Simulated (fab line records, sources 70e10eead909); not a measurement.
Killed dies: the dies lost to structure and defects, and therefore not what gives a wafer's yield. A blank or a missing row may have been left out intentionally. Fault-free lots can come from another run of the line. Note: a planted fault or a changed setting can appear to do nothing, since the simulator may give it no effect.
Chamber matching :: flow nand_harc :: NHARC_A_BLC_ALD_23 on ald_metal-01 has 4 sister chambers
The step deposits TiN, target thk 3 nm, pulse time 1 s, ald cycles 150. 4 wafers are shown with their chamber, then 12 later ones without.

WAFERS, EACH WITH ITS CHAMBER
wafer: L083.4
chamber: 1
heater_power_w (W): 1099

wafer: L087.3
chamber: 2
heater_power_w (W): 836

wafer: L087.5
chamber: 3
heater_power_w (W): 1000

wafer: L087.6
chamber: 0
heater_power_w (W): 1051

WAFERS WITH NO CHAMBER GIVEN
wafer: L091.1
heater_power_w (W): 1067

wafer: L091.2
heater_power_w (W): 868

wafer: L091.4
heater_power_w (W): 1016

wafer: L089.1
heater_power_w (W): 1090

wafer: L089.3
heater_power_w (W): 1098

wafer: L089.5
heater_power_w (W): 1072

wafer: L088.3
heater_power_w (W): 984

wafer: L088.4
heater_power_w (W): 1070

wafer: L088.5
heater_power_w (W): 971

wafer: L097.2
heater_power_w (W): 1069

wafer: L097.3
heater_power_w (W): 852

wafer: L097.5
heater_power_w (W): 870

WHICH CHAMBER EACH ONE RAN IN
wafer: L091.1
from the rows above: can't be placed: 0 or 1
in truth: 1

wafer: L091.2
from the rows above: 2
in truth: 2

wafer: L091.4
from the rows above: can't be placed: 3 or 0
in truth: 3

wafer: L089.1
from the rows above: can't be placed: 1 or 0
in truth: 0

wafer: L089.3
from the rows above: 1
in truth: 1

wafer: L089.5
from the rows above: can't be placed: 0 or 1
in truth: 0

wafer: L088.3
from the rows above: 3
in truth: 3

wafer: L088.4
from the rows above: can't be placed: 0 or 1
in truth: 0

wafer: L088.5
from the rows above: 3
in truth: 3

wafer: L097.2
from the rows above: can't be placed: 0 or 1
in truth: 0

wafer: L097.3
from the rows above: 2
in truth: 2

wafer: L097.5
from the rows above: 2
in truth: 2
Correctly placed: 6 of 12. Not placeable from these rows: 6 (in 6, the candidates include the true chamber). Number placed wrongly: 0.
How it was worked out, from the rows above alone: a wafer's distance from a chamber is the root of the sum, over the readings, of the square of ((its reading less the chamber's mean) divided by the reading's scatter). If the next closest chamber is less than 2 further off than the closest, the wafer can't be placed; otherwise it belongs to the closest. The mean given for a chamber averages the wafers shown for that chamber. The scatter: with one shown wafer a chamber, the root of the mean of the squares of how far each hidden wafer lies from its nearest shown one.
